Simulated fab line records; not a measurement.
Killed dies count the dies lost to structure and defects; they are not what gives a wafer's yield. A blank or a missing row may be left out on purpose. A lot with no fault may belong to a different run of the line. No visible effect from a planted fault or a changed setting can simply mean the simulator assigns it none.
Chamber matching || flow nand harc || NHARC_P_CONTACT_ALD_22 on ald metal-04: 4 sister chambers
The step deposits TiN, target thk 3 nm, pulse time 1 s, ald cycles 150. 16 wafers are shown with their chamber, then 8 later ones without.

== WAFERS PAIRED WITH THEIR CHAMBERS ==
{"wafer": "L189.1", "chamber": 0, "heater power w (W)": 1252, "precursor pulse height rel": 1.010}
{"wafer": "L189.2", "chamber": 1, "heater power w (W)": 1246, "precursor pulse height rel": 1.002}
{"wafer": "L189.5", "chamber": 0, "heater power w (W)": 1221, "precursor pulse height rel": 1.004}
{"wafer": "L191.3", "chamber": 0, "heater power w (W)": 1273, "precursor pulse height rel": 1.004}
{"wafer": "L191.4", "chamber": 3, "heater power w (W)": 935, "precursor pulse height rel": 1.024}
{"wafer": "L191.5", "chamber": 2, "heater power w (W)": 1201, "precursor pulse height rel": 0.960}
{"wafer": "L193.1", "chamber": 2, "heater power w (W)": 1185, "precursor pulse height rel": 1.007}
{"wafer": "L193.2", "chamber": 1, "heater power w (W)": 1263, "precursor pulse height rel": 0.983}
{"wafer": "L193.4", "chamber": 3, "heater power w (W)": 924, "precursor pulse height rel": 1.022}
{"wafer": "L197.2", "chamber": 0, "heater power w (W)": 1243, "precursor pulse height rel": 0.998}
{"wafer": "L197.3", "chamber": 1, "heater power w (W)": 1240, "precursor pulse height rel": 0.994}
{"wafer": "L197.6", "chamber": 0, "heater power w (W)": 1259, "precursor pulse height rel": 0.996}
{"wafer": "L203.2", "chamber": 0, "heater power w (W)": 1250, "precursor pulse height rel": 0.986}
{"wafer": "L203.4", "chamber": 3, "heater power w (W)": 928, "precursor pulse height rel": 0.985}
{"wafer": "L203.5", "chamber": 3, "heater power w (W)": 953, "precursor pulse height rel": 0.978}
{"wafer": "L206.1", "chamber": 2, "heater power w (W)": 1223, "precursor pulse height rel": 1.014}

SIGNATURES (averages over the wafers above)
{"reading": "heater power w", "chamber 0": 1249.67, "chamber 1": 1249.67, "chamber 2": 1203.00, "chamber 3": 935.00, "scatter within a chamber": 15.8}
{"reading": "precursor pulse height rel", "chamber 0": 0.99967, "chamber 1": 0.99300, "chamber 2": 0.99367, "chamber 3": 1.00225, "scatter within a chamber": 0.0183}
Rule: for each reading, subtract the chamber's mean from the wafer's reading, divide by that reading's scatter and square the result; add these up over the readings and take the root, which gives the wafer's distance from the chamber. If the next closest chamber is less than 2 further off than the closest, the wafer can't be placed; otherwise it belongs to the closest. The scatter: the root of (the sum of the squares of (reading less its chamber's mean) over the shown wafers, divided by (wafers less chambers)).

== WAFERS WHOSE CHAMBER IS MISSING ==
{"wafer": "L206.3", "heater power w (W)": 931, "precursor pulse height rel": 1.004}
{"wafer": "L206.5", "heater power w (W)": 1234, "precursor pulse height rel": 1.004}
{"wafer": "L207.3", "heater power w (W)": 1286, "precursor pulse height rel": 0.974}
{"wafer": "L207.4", "heater power w (W)": 901, "precursor pulse height rel": 1.028}
{"wafer": "L207.5", "heater power w (W)": 1243, "precursor pulse height rel": 0.969}
{"wafer": "L208.2", "heater power w (W)": 920, "precursor pulse height rel": 1.013}
{"wafer": "L208.3", "heater power w (W)": 1223, "precursor pulse height rel": 1.005}
{"wafer": "L208.4", "heater power w (W)": 1253, "precursor pulse height rel": 0.990}

== CHAMBER TAKEN BY EACH ==
{"wafer": "L206.3", "from the rows above": 3, "in truth": 3}
{"wafer": "L206.5", "from the rows above": "can't be placed: 0 or 1 or 2", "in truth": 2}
{"wafer": "L207.3", "from the rows above": "can't be placed: 1 or 0", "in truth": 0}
{"wafer": "L207.4", "from the rows above": 3, "in truth": 3}
{"wafer": "L207.5", "from the rows above": "can't be placed: 1 or 0 or 2", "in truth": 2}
{"wafer": "L208.2", "from the rows above": 3, "in truth": 3}
{"wafer": "L208.3", "from the rows above": "can't be placed: 2 or 0 or 1", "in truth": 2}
{"wafer": "L208.4", "from the rows above": "can't be placed: 1 or 0", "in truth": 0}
Correct placement for 3 of the 8. These rows do not allow placing 5 (true chamber among the candidates in 5). Placed wrongly: 0.
